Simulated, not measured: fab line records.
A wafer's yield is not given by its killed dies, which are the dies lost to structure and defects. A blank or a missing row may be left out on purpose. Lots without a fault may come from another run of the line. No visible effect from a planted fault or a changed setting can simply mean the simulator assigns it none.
8D (eight disciplines) problem report, filled in by code :: flow nand_harc :: the parts of the form that need people (team, actions taken, sign-off) are left out

## 1. PROBLEM STATEMENT
Wafers without a fault read 94.4 s, standard deviation 0.52; run_length_s at NHARC_P_BONDPAD_ETCH_24 reads a mean of 77.1 s on 3 wafers belonging to 2 lots. That is -33 standard deviations from the usual mean.
The step: etches the open film in CF4/N2, target depth 30 nm, time 72.99 s.
The first sign was on wafer L585.1 at day 10 18:14, on rie_diel-04. At this step, 33 wafers from 11 lots have a number in the record. By rule, "out" or "out of limits" means more than 4 standard deviations away from the usual mean. The other wafers with a number count as sound.

## 2. WHAT IT IS, WHAT IT ISN'T
question: which readings at this step
is: run_length_s
is not: drypump_motor_current_A, oes_product_au, rf_vpp_V, showerhead_plenum_p_Torr, throttle_valve_pct

question: which lots
is: L585, L587
is not: L569, L570, L571, L576, L577, L588, L589, L590, L591

question: which wafers of those lots
is: L585.1, L585.5, L587.2
is not: L585.4, L587.3, L587.6

question: read on which tools
is: rie_diel-04
is not: rie_diel-10

question: when
is: from day 10 18:14
is not: up to then (16 sound wafers); but 14 sound wafers of L587, L588, L589, L590, L591 came after

## 3. THE SUSPECTS, EACH WITH WHAT RULES IT OUT
Counting: a tool at a process step up to the reading stays a suspect if it ran every lot that is out. Sound lots after the first of them don't rule it out here, since some wafers of a struck lot are sound.
- pvd_sputter-03 at NHARC_P_M2_PVD_20 (deposits TaN, target thk 5 nm, time 8.06 s): kept. It ran every lot that is out, first L585 (day 10 18:14); its last sound lot up to then is L569 (day 6 20:10). NHARC_P_M2_PVD_20: start missing for some lots; hours and lot order therefore follow NHARC_P_BONDPAD_ETCH_24.
- rie_diel-10 at NHARC_P_BONDPAD_ETCH_12 (etches the open film in CHF3/O2, target depth 200 nm, time 100 s): kept. It ran every lot that is out, first L585 (day 10 18:14); its last sound lot up to then is L577 (day 8 20:08). NHARC_P_BONDPAD_ETCH_12: start missing for some lots; hours and lot order therefore follow NHARC_P_BONDPAD_ETCH_24.
- rie_diel-04 at NHARC_P_BONDPAD_ETCH_24 (etches the open film in CF4/N2, target depth 30 nm, time 72.99 s): kept. It ran every lot that is out, first L585 (day 10 18:14); its last sound lot up to then is L576 (day 8 06:43). On those wafers its own readings are out: run_length_s.
- Within rie_diel-04 at NHARC_P_BONDPAD_ETCH_24, the wafers that are out were processed in chamber 0 and their sound lot-mates in chamber 1.
Left after counting: pvd_sputter-03 at NHARC_P_M2_PVD_20, rie_diel-10 at NHARC_P_BONDPAD_ETCH_12, rie_diel-04 at NHARC_P_BONDPAD_ETCH_24.

## 4. THE CAUSE (what the simulator had put in)
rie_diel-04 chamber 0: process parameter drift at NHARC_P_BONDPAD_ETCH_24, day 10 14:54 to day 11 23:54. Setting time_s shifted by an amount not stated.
After counting, 3 suspects remain, this tool included.

## 5. THE CHAIN OF EFFECTS, in route order
Rows list readings where the struck wafers' mean (over those with a number) sits beyond 3 standard deviations from the usual. Readings are gone through only where the record gives a usual standard deviation; hours: the median, over the lots, of the time from a lot's start at the first step in this table giving one to that lot's start at this step; sigmas: the change measured in usual standard deviations.
hours: 0
step: NHARC_P_BONDPAD_ETCH_24
reading: run_length_s
usual: 94.4 s
on struck wafers: 77.1
change: -17.3
sigmas: -33
Here are the process steps it includes:
- NHARC_P_BONDPAD_ETCH_24: etches the open film in CF4/N2, target depth 30 nm, time 72.99 s.
Later steps that measure or inspect, where all struck wafers having a row at the step show a number for every such reading and not one has moved that far: NHARC_P_BONDPAD_INSPECT_23, NHARC_END_SORT_01.

## 6. HOW IT WOULD HAVE BEEN CAUGHT EARLIER
3 hours passed between the start of the fault at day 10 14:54 and the first reading out of limits in this record, taken at day 10 18:14.
